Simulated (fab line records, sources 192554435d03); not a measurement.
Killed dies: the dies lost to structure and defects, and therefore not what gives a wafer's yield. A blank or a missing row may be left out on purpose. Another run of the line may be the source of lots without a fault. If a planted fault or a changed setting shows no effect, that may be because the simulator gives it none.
Which tool did it? | flow n5Finfet | 11 lots with 33 wafers sampled at 5 steps, on a route of 1938 steps

WHAT THE GAUGES SHOWED, per wafer
Not one reading of a measure or inspect step in the record can be checked against a usual standard deviation.

WHAT TOOL EACH LOT RAN ON (gives the tool, then ch and the chambers of the sampled wafers, and finally the start)
lot  | N5_BEOL_M8_ECD_50             | N5_MIM_TOP_ALD_01                          | N5_MIM_BOT_ETCH_ETCH_04           | N5_PASSIVATION_PECVD_01         | N5_PASSIVATION_PROBE_49
L143 | ecdCu-01 ch 0,1, day 11 07:22 | aldHk-02 ch 0,1,3, day 13 10:10 or earlier | rieDiel-01 ch 1,2,3, day 13 10:10 | pecvd-02 ch 0,1,2, day 13 11:01 | -
L145 | ecdCu-02 ch 0,1, day 11 21:25 | aldHk-01 ch 0,3, day 14 02:14 or earlier   | rieDiel-04 ch 2,3, day 14 02:14   | pecvd-02 ch 0,2, day 14 03:06   | -
L144 | ecdCu-02 ch 0, day 12 14:07   | aldHk-03 ch 0,1,2, day 14 19:37 or earlier | rieDiel-04 ch 0,1,2, day 14 19:37 | pecvd-03 ch 0,1,2, day 14 20:28 | -
L147 | ecdCu-02 ch 0,1, day 12 18:31 | aldHk-01 ch 0,1,2, day 15 03:15 or earlier | rieDiel-04 ch 0,1,3, day 15 03:15 | pecvd-02 ch 1,2, day 15 04:35   | -
L148 | ecdCu-02 ch 0, day 13 00:51   | aldHk-02 ch 0,1,3, day 15 08:08 or earlier | rieDiel-01 ch 1,3, day 15 08:08   | pecvd-02 ch 0,2, day 15 08:59   | -
L149 | ecdCu-02 ch 1, day 13 13:06   | aldHk-03 ch 0,1, day 15 18:13 or earlier   | rieDiel-04 ch 0,1,3, day 15 18:13 | pecvd-01 ch 1,2, day 15 19:11   | -
L150 | ecdCu-01 ch 0,1, day 13 20:55 | aldHk-02 ch 1,2,3, day 16 07:02 or earlier | rieDiel-03 ch 0,2,3, day 16 07:02 | pecvd-01 ch 0,1, day 16 08:01   | -
L153 | ecdCu-02 ch 0,1, day 14 01:01 | aldHk-03 ch 0,1,2, day 16 07:25 or earlier | rieDiel-04 ch 0,2,3, day 16 07:25 | pecvd-01 ch 0,1,2, day 16 08:16 | -
L155 | ecdCu-02 ch 0,1, day 15 07:55 | aldHk-02 ch 0,1,3, day 17 22:49 or earlier | rieDiel-01 ch 1,2,3, day 17 22:49 | pecvd-03 ch 0,1,2, day 17 23:41 | prober-01, day 18 06:50
L159 | ecdCu-01 ch 0,1, day 15 15:52 | aldHk-01 ch 0,2, day 18 01:36 or earlier   | rieDiel-04 ch 0,1, day 18 01:36   | pecvd-02 ch 0,2, day 18 02:37   | -
L157 | ecdCu-02 ch 0,1, day 16 00:21 | aldHk-01 ch 0,2, day 18 11:01 or earlier   | rieDiel-04 ch 1,2, day 18 11:01   | pecvd-01 ch 0,2, day 18 11:53   | prober-02, day 18 19:32
- N5_BEOL_M8_ECD_50: material Cu, target thk 300 nm.
- N5_MIM_TOP_ALD_01: deposits HfO2, target thk 5.6 nm, pulse time 1 s, purge time 3 s.
- N5_MIM_BOT_ETCH_ETCH_04: etches SiNx in CF4/O2, target depth 26 nm, time 13 s.
- N5_PASSIVATION_PECVD_01: deposits SiNx from SiH4/NH3/N2, target thk 200 nm, time 43.2 s.
- N5_PASSIVATION_PROBE_49

WHAT THE TOOLS THEMSELVES READ (means of the sampled wafers that have a number; where no wafer has one, the mark that the record gives instead)
N5_MIM_TOP_ALD_01. Usual: precursorPulseHeightRel at 1.001, with a standard deviation of 0.02.
lot  | tool     | precursorPulseHeightRel | flag
L143 | aldHk-02 | 1.012                   | 
L145 | aldHk-01 | 1.006                   | 
L144 | aldHk-03 | 1.014                   | 
L147 | aldHk-01 | 1.001                   | 
L148 | aldHk-02 | 1.020                   | 
L149 | aldHk-03 | 0.994                   | 
L150 | aldHk-02 | 0.992                   | 
L153 | aldHk-03 | 0.995                   | 
L155 | aldHk-02 | 0.978                   | 
L159 | aldHk-01 | 0.989                   | 
L157 | aldHk-01 | 0.989                   | 

N5_MIM_BOT_ETCH_ETCH_04. Usual: O2_flow_sccm 10.000 sccm, standard deviation 0.029; drypumpMotorCurrentA 5.9 A, standard deviation 0.49; oesProductAu 0.80 a.u., standard deviation 0.086; rfVppV 244 V, standard deviation 5.5; showerheadPlenumPTorr 2.22 Torr, standard deviation 0.088; throttleValvePct 15.9 %, standard deviation 0.35.
lot  | tool       | O2_flow_sccm (sccm) | drypumpMotorCurrentA (A) | oesProductAu (a.u.) | rfVppV (V) | showerheadPlenumPTorr (Torr) | throttleValvePct (%) | flag
L143 | rieDiel-01 | 9.981               | 6.1                      | 0.81                | 241        | 2.13                         | 16.0                 | 
L145 | rieDiel-04 | 10.002              | 5.5                      | 0.75                | 250        | 2.18                         | 16.1                 | 
L144 | rieDiel-04 | 10.010              | 6.0                      | 0.73                | 245        | 2.17                         | 16.2                 | 
L147 | rieDiel-04 | 10.004              | 5.9                      | 0.78                | 246        | 2.25                         | 15.9                 | 
L148 | rieDiel-01 | 9.968               | 5.9                      | 0.83                | 241        | 2.14                         | 15.8                 | 
L149 | rieDiel-04 | 9.990               | 5.9                      | 0.78                | 247        | 2.24                         | 15.9                 | 
L150 | rieDiel-03 | 10.008              | 5.8                      | 0.84                | 243        | 2.23                         | 15.7                 | 
L153 | rieDiel-04 | 10.028              | 5.6                      | 0.84                | 247        | 2.29                         | 16.0                 | 
L155 | rieDiel-01 | 9.997               | 6.1                      | 0.78                | 241        | 2.12                         | 16.1                 | 
L159 | rieDiel-04 | 10.014              | 6.1                      | 0.71                | 242        | 2.19                         | 16.2                 | 
L157 | rieDiel-04 | 10.006              | 5.9                      | 0.86                | 251        | 2.30                         | 15.9                 | 

N5_PASSIVATION_PECVD_01. Usual: heaterPowerW 369 W, standard deviation 81; showerheadPlenumPTorr 8.72 Torr, standard deviation 0.086; showerheadVppV 2251 V, standard deviation 89; throttleValvePct 29.1 %, standard deviation 1.8.
lot  | tool     | heaterPowerW (W) | showerheadPlenumPTorr (Torr) | showerheadVppV (V) | throttleValvePct (%) | flag
L143 | pecvd-02 | 387              | 8.69                         | 2243               | 29.2                 | 
L145 | pecvd-02 | 409              | 8.73                         | 2203               | 30.0                 | 
L144 | pecvd-03 | 355              | 8.68                         | 2261               | 29.0                 | 
L147 | pecvd-02 | 381              | 8.63                         | 2249               | 28.4                 | 
L148 | pecvd-02 | 367              | 8.73                         | 2263               | 30.0                 | 
L149 | pecvd-01 | 368              | 8.86                         | 2204               | 30.5                 | 
L150 | pecvd-01 | 304              | 8.85                         | 2207               | 30.8                 | 
L153 | pecvd-01 | 366              | 8.78                         | 2233               | 29.1                 | 
L155 | pecvd-03 | 359              | 8.67                         | 2292               | 29.1                 | 
L159 | pecvd-02 | 386              | 8.72                         | 2268               | 30.0                 | 
L157 | pecvd-01 | 395              | 8.74                         | 2238               | 27.3                 | 

N5_PASSIVATION_PROBE_49. Usual: defectLimitedYield 91.5 %, standard deviation 1.4; killed_at_M0_to_M3 34, standard deviation 11; killed_at_M4_up 15, standard deviation 6; killedAtContacts 11, standard deviation 5.9; killedAtFrontEnd 37, standard deviation 11; killedAtOther 3.6, standard deviation 2.9; killedDies 101, standard deviation 17; killedOnRim 13, standard deviation 4; killedOpen 66, standard deviation 12; killedShort 33, standard deviation 7.8; sort_bin_5_function 5.0 %, standard deviation 0.97; sort_bin_6_memory 3.2 %, standard deviation 0.65; sort_bin_8_speed 0.02 %, standard deviation 0.2; sortNPass 1079, standard deviation 17; sortYieldPct 91.4 %, standard deviation 1.4.
lot  | tool      | defectLimitedYield (%) | killed_at_M0_to_M3 | killed_at_M4_up | killedAtContacts | killedAtFrontEnd | killedAtOther | killedDies | killedOnRim | killedOpen | killedShort | sort_bin_5_function (%) | sort_bin_6_memory (%) | sort_bin_8_speed (%) | sortNPass | sortYieldPct (%) | flag
L155 | prober-01 | 69.0                   | 27                 | 299             | 10               | 25               | 4.7           | 366        | 42          | 59         | 22          | 18.5                    | 10.8                  | 0.00                 | 814       | 69.0             | OFF
L157 | prober-02 | 67.5                   | 19                 | 311             | 10               | 35               | 8.0           | 383        | 49          | 54         | 27          | 19.7                    | 11.0                  | 0.00                 | 797       | 67.5             | OFF

THE ANSWER, worked out from the rows above alone
Rule: a lot is off if the mean of its wafers that have a number lies more than 3 standard deviations from the usual mean. A lot without any number at a reading at which 4 lots or more have one is off too. The other lots that the step has rows for count as sound. After the gauges, taken in route order, come the tools' own readings; for these a lot's mean is taken, as printed above. At the first step where some lot is off, the reading lying furthest off is the one used; lots without a number count as furthest.
Off: L155, L157 (N5_PASSIVATION_PROBE_49, killed_at_M4_up). Neither off nor sound, because the step has no rows for them: L143, L145, L144, L147, L148, L149, L150, L153, L159.
A tool fits if, at that step or a process step before it, it ran every lot that is off, and no sound lot after the first of them. Because N5_MIM_TOP_ALD_01 lacks a start for some lots, the hours and order of its lots are taken from N5_MIM_BOT_ETCH_ETCH_04. One fits: N5_BEOL_M8_ECD_50 on ecdCu-02. It ran no sound lot before its first lot that is off in this sample, so the start can't be narrowed down.

WHAT THE SIMULATOR PUT IN
Chamber particle source: ecdCu-02, from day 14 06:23 on, at N5_BEOL_M8_ECD_50. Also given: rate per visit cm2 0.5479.
Struck lots among those shown: L155, L157. The rule above found the same.
